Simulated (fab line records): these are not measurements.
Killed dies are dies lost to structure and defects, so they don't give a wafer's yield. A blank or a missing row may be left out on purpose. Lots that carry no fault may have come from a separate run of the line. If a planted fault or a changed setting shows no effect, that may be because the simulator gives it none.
fab line records -- flow n5_finfet
record: lots: 7, wafers: 39
route steps=1938 shown PMOS_HMC_CHANNEL_EPI@64 HKMG_FIN@386
start_h: the number of hours between the record's first day and the start of the first shown wafer of the lot -- wait_h: hours from the lot's prior step to this one -- " same as the row above -- L1.1+2: a row that stands for several wafers -- - no value, or no start was given -- * or withheld: withheld -- < > ~ a bound
route shown NAME@n: a module of which the file shows steps, and the number in the route of the first -- usual: the fault-free wafers' mean and standard deviation -- same: alike in all rows -- chamber/n: place in a boat -- sites: each site's reading -- _std_site: standard deviation across them -- _edge_site: the outer-site mean with the inner-site mean subtracted -- radius_mm: for every site, how far away it sits from the centre of the wafer -- mask NAME#n: copy n -- behind: the most recent tool/chamber to have shaped the wafer -- hold: why the lot went on hold/how many hours it stayed there/how the hold came to an end -- device: the transistor (n, p or np) that didn't switch -- end of line: at the end of the route, the tests of the same wafers -- step lacking rows: just its recipe -- killed: at the first sort, the dies lost to defects and structure; wafer yield is something else -- map: a wafer's dies, marking killed ones x, the rest . and places with no die _
set.NAME: the setting that was run; set.NAME@STEP: the one run at that earlier step -- model.NAME: the simulator's own value behind a step, which no gauge read
lots run with intentionally changed settings; tables by step, rows by wafer
== steps ==
step: N5_PMOS_HMC_CHANNEL_EPI_DEVELOP_08
recipe: develop_time_s: 30, developer: TMAH, resist: CAR-ArF-block, dev_temp_c: 23, rinse_liquid: diw, dry: air_spin
lot.wafer,tool,chamber,start_h,wait_h,set.develop_time_s
L075.1+2+3,litho_track-04,0,-,-,43.05
L075.4+5+6,litho_track-04,0,-,-,30
L079.1+3+5,litho_track-04,0,-,-,30
L079.2+4+6,litho_track-04,0,-,-,45.74
L080.1+3+5,litho_track-01,0,-,-,30
L085.1+2+3+4+5+6,litho_track-01,0,-,-,30
L086.1+4+5,litho_track-04,0,-,-,17.43
L086.2+3+6,litho_track-04,0,-,-,30
L090.1+3+4,litho_track-05,0,-,-,19.47
L090.2+5+6,litho_track-05,0,-,-,30
L092.1+2+4,litho_track-04,0,-,-,30
L092.3+5+6,litho_track-04,0,-,-,21.46
step: N5_PMOS_HMC_CHANNEL_EPI_CD_MEAS_09
recipe: target_cd_nm: 237.4, landing_energy_ev: 500, detector: se_inlens
usual: cd_nm: 237.1/0.76
lot.wafer,tool,chamber,start_h,wait_h,set.develop_time_s@PMOS_HMC_CHANNEL_EPI_DEVELOP_08,cd_nm
L075.1,cd_sem-03,0,26.20,-,43.05,238.5
L075.2,cd_sem-03,0,26.20,-,43.05,239.0
L075.3,cd_sem-03,0,26.20,-,43.05,238.3
L075.4,cd_sem-03,0,26.20,-,30,236.9
L075.5,cd_sem-03,0,26.20,-,30,236.6
L075.6,cd_sem-03,0,26.20,-,30,235.4
L079.1,cd_sem-03,0,47.17,-,30,237.5
L079.2,cd_sem-03,0,47.17,-,45.74,240.1
L079.3,cd_sem-03,0,47.17,-,30,237.0
L079.4,cd_sem-03,0,47.17,-,45.74,240.8
L079.5,cd_sem-03,0,47.17,-,30,236.3
L079.6,cd_sem-03,0,47.17,-,45.74,239.2
L080.1,cd_sem-02,0,52.98,-,30,238.1
L080.3,cd_sem-02,0,52.98,-,30,237.4
L080.5,cd_sem-02,0,52.98,-,30,237.6
L085.1,cd_sem-03,0,83.79,-,30,237.9
L085.2,cd_sem-03,0,83.79,-,30,239.0
L085.3,cd_sem-03,0,83.79,-,30,237.2
L085.4,cd_sem-03,0,83.79,-,30,238.6
L085.5,cd_sem-03,0,83.79,-,30,237.8
L085.6,cd_sem-03,0,83.79,-,30,237.9
L086.1,cd_sem-03,0,90.70,-,17.43,233.1
L086.2,cd_sem-03,0,90.70,-,30,236.4
L086.3,cd_sem-03,0,90.70,-,30,235.6
L086.4,cd_sem-03,0,90.70,-,17.43,232.4
L086.5,cd_sem-03,0,90.70,-,17.43,232.7
L086.6,cd_sem-03,0,90.70,-,30,236.5
L090.1,cd_sem-02,0,113.19,-,19.47,235.9
L090.2,cd_sem-02,0,113.19,-,30,238.0
L090.3,cd_sem-02,0,113.19,-,19.47,235.2
L090.4,cd_sem-02,0,113.19,-,19.47,235.8
L090.5,cd_sem-02,0,113.19,-,30,238.2
L090.6,cd_sem-02,0,113.19,-,30,237.0
L092.1,cd_sem-03,0,125.64,-,30,236.2
L092.2,cd_sem-03,0,125.64,-,30,235.9
L092.3,cd_sem-03,0,125.64,-,21.46,235.4
L092.4,cd_sem-03,0,125.64,-,30,237.0
L092.5,cd_sem-03,0,125.64,-,21.46,233.9
L092.6,cd_sem-03,0,125.64,-,21.46,234.4
step: N5_PMOS_HMC_CHANNEL_EPI_DESCUM_14
recipe: chemistry: O2, time_s: 7.9, source_power_w: 50, bias_power_w: 20, pressure_mtorr: 20, rf_frequency_hz: 2.712e+07, temp_c: 40, resist: CAR-ArF-block, o2_flow_sccm: 225
lot.wafer,tool,chamber,start_h,wait_h,set.develop_time_s@PMOS_HMC_CHANNEL_EPI_DEVELOP_08,model.PMOS_HMC_CHANNEL_EPI.cd_nm
L075.1,rie_diel-03,3,26.29,0.0,43.05,238.4
L075.2,rie_diel-03,0,26.29,0.0,43.05,239
L075.3,rie_diel-03,2,26.29,0.0,43.05,238.6
L075.4,rie_diel-03,0,26.29,0.0,30,237.1
L075.5,rie_diel-03,2,26.29,0.0,30,236.5
L075.6,rie_diel-03,3,26.29,0.0,30,235.8
L079.1,rie_diel-04,3,47.58,0.4,30,237.6
L079.2,rie_diel-04,0,47.58,0.4,45.74,240
L079.3,rie_diel-04,2,47.58,0.4,30,236.8
L079.4,rie_diel-04,1,47.58,0.4,45.74,240.6
L079.5,rie_diel-04,1,47.58,0.4,30,236.6
L079.6,rie_diel-04,2,47.58,0.4,45.74,239.5
L080.1,rie_diel-01,2,53.07,0.0,30,237.6
L080.3,rie_diel-01,3,53.07,0.0,30,237.3
L080.5,rie_diel-01,2,53.07,0.0,30,238.2
L085.1+5,rie_diel-01,"0,1",84.12,0.3,30,237.7
L085.2,rie_diel-01,2,84.12,0.3,30,238.9
L085.3,rie_diel-01,1,84.12,0.3,30,237.1
L085.4,rie_diel-01,3,84.12,0.3,30,238.3
L085.6,rie_diel-01,2,84.12,0.3,30,238.1
L086.1,rie_diel-03,1,90.79,0.0,17.43,233.1
L086.2,rie_diel-03,2,90.79,0.0,30,236.4
L086.3,rie_diel-03,0,90.79,0.0,30,235.7
L086.4,rie_diel-03,3,90.79,0.0,17.43,232
L086.5,rie_diel-03,2,90.79,0.0,17.43,232.8
L086.6,rie_diel-03,3,90.79,0.0,30,236.3
L090.1+4,rie_diel-01,"2,1",113.31,0.1,19.47,235.5
L090.2,rie_diel-01,1,113.31,0.1,30,238.2
L090.3,rie_diel-01,3,113.31,0.1,19.47,235.1
L090.5,rie_diel-01,2,113.31,0.1,30,238.1
L090.6,rie_diel-01,3,113.31,0.1,30,237.1
L092.1+2,rie_diel-01,"3,2",125.73,0.0,30,235.9
L092.3,rie_diel-01,1,125.73,0.0,21.46,235.5
L092.4,rie_diel-01,0,125.73,0.0,30,237
L092.5,rie_diel-01,2,125.73,0.0,21.46,233.9
L092.6,rie_diel-01,3,125.73,0.0,21.46,234.6
step: N5_HKMG_FIN_HK_ALD_01
recipe: material: HfO2, target_thk_a: 16, temp_c: withheld, ald_precursor_family: HfCl4, ald_co_reactant: H2O, pulse_time_s: 3, purge_time_s: 3, co_reactant_purge_time_s: 2.5, co_reactant_pulse_time_s: 0.3, ald_cycles: 30
lot.wafer,tool,chamber,start_h,wait_h,set.ald_cycles,model.HfO2_of_HKMG_FIN_HK_ALD_01.thk_nm
L075.1+4+5,ald_hk-02,"1,0,2",78.89,0.0,43,2.2
L075.2+3+6,ald_hk-02,"2,3,3",78.89,0.0,30,1.6
L079.1+2+4,ald_hk-02,"1,0,3",98.82,0.0,30,1.6
L079.3+5+6,ald_hk-02,"2,0,3",98.82,0.0,39,2
L080.1+3+5,ald_hk-01,"2,3,1",110.84,0.0,30,1.6
L085.1+2+4,ald_hk-02,"2,3,0",139.22,0.0,30,1.6
L085.3+5+6,ald_hk-02,"1,1,2",139.22,0.0,35,1.8
L086.1+2+5,ald_hk-02,"3,1,0",143.64,0.0,30,1.6
L086.3+4+6,ald_hk-02,"0,2,1",143.64,0.0,19,1
L090.1+2+3+4+5+6,ald_hk-03,"1,2,3,0,0,3",165.42,0.0,30,1.6
L092.1+2+5,ald_hk-01,"1,3,3",178.20,0.0,19,1
L092.3+4+6,ald_hk-01,"2,0,0",178.20,0.0,30,1.6
step: N5_HKMG_FIN_HK_ANNEAL_02
recipe: temp_c: 700, time_s: 30, ambient: N2, idle_temp_c: 600, ramp_up_c_per_s: 150, ramp_down_c_per_s: 60, cool_to_c: 600
step: N5_HKMG_FIN_ALD_74
recipe: material: La2O3, target_thk_a: 5, temp_c: 250, ald_precursor_family: La-Cp, ald_co_reactant: O3, pulse_time_s: 6, co_reactant_pulse_time_s: 1, purge_time_s: 3, co_reactant_purge_time_s: 3
step: N5_HKMG_FIN_WET_ETCH_82
recipe: chemistry: dHCl, mix: 1:10000, temp_c: 25, target: La2O3, stop_on: HfO2, target_depth_nm: 2, dry: ipa_marangoni, rinse_time_s: 30, rinse_temp_c: 23
step: N5_HKMG_FIN_ALD_36
recipe: material: TiN, target_thk_a: 10, temp_c: 400, ald_precursor_family: TiCl4, ald_co_reactant: NH3, pulse_time_s: 1, purge_time_s: 3, co_reactant_purge_time_s: 2, co_reactant_pulse_time_s: 2, ald_cycles: 47, pressure_torr: 3
step: N5_HKMG_FIN_THK_MEAS_70
recipe: thk_meas_gauge: xrf, reads: HfO2_of_HKMG_FIN_HK_ALD_01
usual: HK_THK: 1.608/0.02
lot.wafer,tool,chamber,start_h,wait_h,set.ald_cycles@HKMG_FIN_HK_ALD_01,HK_THK[nm]
L075.1,film_metro-02,-,82.72,0.2,43,2.276
L075.2,film_metro-02,-,82.72,0.2,30,1.613
L075.3,film_metro-02,-,82.72,0.2,30,1.620
L075.4,film_metro-02,-,82.72,0.2,43,2.336
L075.5,film_metro-02,-,82.72,0.2,43,2.348
L075.6,film_metro-02,-,82.72,0.2,30,1.618
L079.1,film_metro-02,-,102.32,0.2,30,1.607
L079.2,film_metro-02,-,102.32,0.2,30,1.561
L079.3,film_metro-02,-,102.32,0.2,39,2.128
L079.4,film_metro-02,-,102.32,0.2,30,1.638
L079.5,film_metro-02,-,102.32,0.2,39,2.106
L079.6,film_metro-02,-,102.32,0.2,39,2.108
L080.1,film_metro-02,-,114.30,0.2,30,1.607
L080.3,film_metro-02,-,114.30,0.2,30,1.605
L080.5,film_metro-02,-,114.30,0.2,30,1.615
L085.1,film_metro-01,-,142.74,0.2,30,1.597
L085.2,film_metro-01,-,142.74,0.2,30,1.615
L085.3,film_metro-01,-,142.74,0.2,35,1.875
L085.4,film_metro-01,-,142.74,0.2,30,1.605
L085.5,film_metro-01,-,142.74,0.2,35,1.879
L085.6,film_metro-01,-,142.74,0.2,35,1.889
L086.1,film_metro-01,-,147.58,0.2,30,1.605
L086.2,film_metro-01,-,147.58,0.2,30,1.636
L086.3,film_metro-01,-,147.58,0.2,19,1.022
L086.4,film_metro-01,-,147.58,0.2,19,1.010
L086.5,film_metro-01,-,147.58,0.2,30,1.634
L086.6,film_metro-01,-,147.58,0.2,19,1.030
L090.1,film_metro-02,-,169.11,0.2,30,1.601
L090.2,film_metro-02,-,169.11,0.2,30,1.597
L090.3,film_metro-02,-,169.11,0.2,30,1.659
L090.4,film_metro-02,-,169.11,0.2,30,1.577
L090.5,film_metro-02,-,169.11,0.2,30,1.596
L090.6,film_metro-02,-,169.11,0.2,30,1.662
L092.1,film_metro-01,-,181.72,0.2,19,1.010
L092.2,film_metro-01,-,181.72,0.2,19,1.016
L092.3,film_metro-01,-,181.72,0.2,30,1.596
L092.4,film_metro-01,-,181.72,0.2,30,1.584
L092.5,film_metro-01,-,181.72,0.2,19,1.010
L092.6,film_metro-01,-,181.72,0.2,30,1.588
step: N5_HKMG_FIN_DESCUM_17
recipe: chemistry: O2, time_s: 7.9, source_power_w: 50, bias_power_w: 20, pressure_mtorr: 20, rf_frequency_hz: 2.712e+07, temp_c: 40, resist: CAR-ArF, o2_flow_sccm: 225
lot.wafer,tool,chamber,start_h,wait_h,set.time_s,model.CAR-ArF_of_HKMG_FIN_COAT_06.thk_nm
L075.1,rie_diel-06,3,83.68,0.0,7.9,83.4
L075.2+4+6,rie_diel-06,"2,0,0",83.68,0.0,10.22,82
L075.3,rie_diel-06,1,83.68,0.0,7.9,83.6
L075.5,rie_diel-06,3,83.68,0.0,7.9,83.8
L079.1+3,rie_diel-02,"0,1",103.28,0.0,5.778,84.6
L079.2,rie_diel-02,2,103.28,0.0,7.9,83.4
L079.4+5,rie_diel-02,3,103.28,0.0,7.9,83.2
L079.6,rie_diel-02,0,103.28,0.0,5.778,84.8
L080.1+3,rie_diel-05,"0,3",115.28,0.0,7.9,83.4
L080.5,rie_diel-05,0,115.28,0.0,7.9,83.6
L085.1+6,rie_diel-06,"3,0",143.60,0.1,5.629,84.8
L085.2+3,rie_diel-06,"0,1",143.60,0.1,7.9,83.4
L085.4,rie_diel-06,3,143.60,0.1,7.9,83.2
L085.5,rie_diel-06,1,143.60,0.1,5.629,84.6
L086.1,rie_diel-06,2,148.55,0.0,7.9,83.8
L086.2+4+5,rie_diel-06,"1,0,2",148.55,0.0,7.9,83.6
L086.3+6,rie_diel-06,"0,1",148.55,0.0,7.9,83.4
L090.1+5,rie_diel-05,"3,0",170.12,0.1,7.9,83.4
L090.2,rie_diel-05,0,170.12,0.1,12.16,80.8
L090.3+6,rie_diel-05,1,170.12,0.1,12.16,81
L090.4,rie_diel-05,3,170.12,0.1,7.9,83.8
L092.1+3+4+5+6,rie_diel-02,"0,3,0,3,1",182.68,0.0,7.9,83.6
L092.2,rie_diel-02,1,182.68,0.0,7.9,83.4
step: N5_HKMG_FIN_ETCH_31
recipe: chemistry: CF4, target: SiARC, target_depth_a: 455, mask_material: CAR-ArF, time_s: 75.8, ion_energy_ev: 80, pressure_mtorr: 40, source_w: 545, bias_w: 36, Ar_flow_sccm: 100, cf4_flow_sccm: 100, ends: cleared
lot.wafer,tool,chamber,start_h,wait_h,set.time_s@HKMG_FIN_DESCUM_17,model.CAR-ArF_of_HKMG_FIN_COAT_06.thk_nm
L075.1+3,rie_diel-06,"3,1",83.71,0.0,7.9,51
L075.2+4+6,rie_diel-06,"2,0,0",83.71,0.0,10.22,49.4
L075.5,rie_diel-06,3,83.71,0.0,7.9,51.2
L079.1+3,rie_diel-02,"0,1",103.32,0.0,5.778,52
L079.2,rie_diel-02,2,103.32,0.0,7.9,50.8
L079.4+5,rie_diel-02,3,103.32,0.0,7.9,50.6
L079.6,rie_diel-02,0,103.32,0.0,5.778,52.2
L080.1+3+5,rie_diel-05,"0,3,0",115.31,0.0,7.9,50.8
L085.1,rie_diel-06,3,143.64,0.0,5.629,52.4
L085.2+3,rie_diel-06,"0,1",143.64,0.0,7.9,51
L085.4,rie_diel-06,3,143.64,0.0,7.9,50.8
L085.5+6,rie_diel-06,"1,0",143.64,0.0,5.629,52.2
L086.1+2+4+5,rie_diel-06,"2,1,0,2",148.58,0.0,7.9,51
L086.3+6,rie_diel-06,"0,1",148.58,0.0,7.9,50.8
L090.1,rie_diel-05,3,170.16,0.0,7.9,50.6
L090.2,rie_diel-05,0,170.16,0.0,12.16,48.2
L090.3+6,rie_diel-05,1,170.16,0.0,12.16,48.4
L090.4,rie_diel-05,3,170.16,0.0,7.9,51.2
L090.5,rie_diel-05,0,170.16,0.0,7.9,50.8
L092.1+3+4+5+6,rie_diel-02,"0,3,0,3,1",182.72,0.0,7.9,51
L092.2,rie_diel-02,1,182.72,0.0,7.9,50.8
== key ==
split: step: N5_PMOS_HMC_CHANNEL_EPI_DEVELOP_08, setting: develop_time_s, stated: 30, by: wafer
response: step: N5_PMOS_HMC_CHANNEL_EPI_CD_MEAS_09, reading: cd_nm, change: +0.063, per: 1%, r: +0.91
response: step: N5_PMOS_HMC_CHANNEL_EPI_DESCUM_14, reading: model.PMOS_HMC_CHANNEL_EPI.cd_nm, change: +0.0629, per: 1%, r: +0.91
split: step: N5_HKMG_FIN_HK_ALD_01, setting: ald_cycles, stated: 30, by: wafer
response: step: N5_HKMG_FIN_HK_ALD_01, reading: model.HfO2_of_HKMG_FIN_HK_ALD_01.thk_nm, change: +0.0149, per: 1%, r: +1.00
response: step: N5_HKMG_FIN_THK_MEAS_70, reading: HK_THK, change: +0.0163, per: 1%, r: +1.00
split: step: N5_HKMG_FIN_DESCUM_17, setting: time_s, stated: 7.9, by: wafer
response: step: N5_HKMG_FIN_DESCUM_17, reading: model.CAR-ArF_of_HKMG_FIN_COAT_06.thk_nm, change: -0.0498, per: 1%, r: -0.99
response: step: N5_HKMG_FIN_ETCH_31, reading: model.CAR-ArF_of_HKMG_FIN_COAT_06.thk_nm, change: -0.0492, per: 1%, r: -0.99
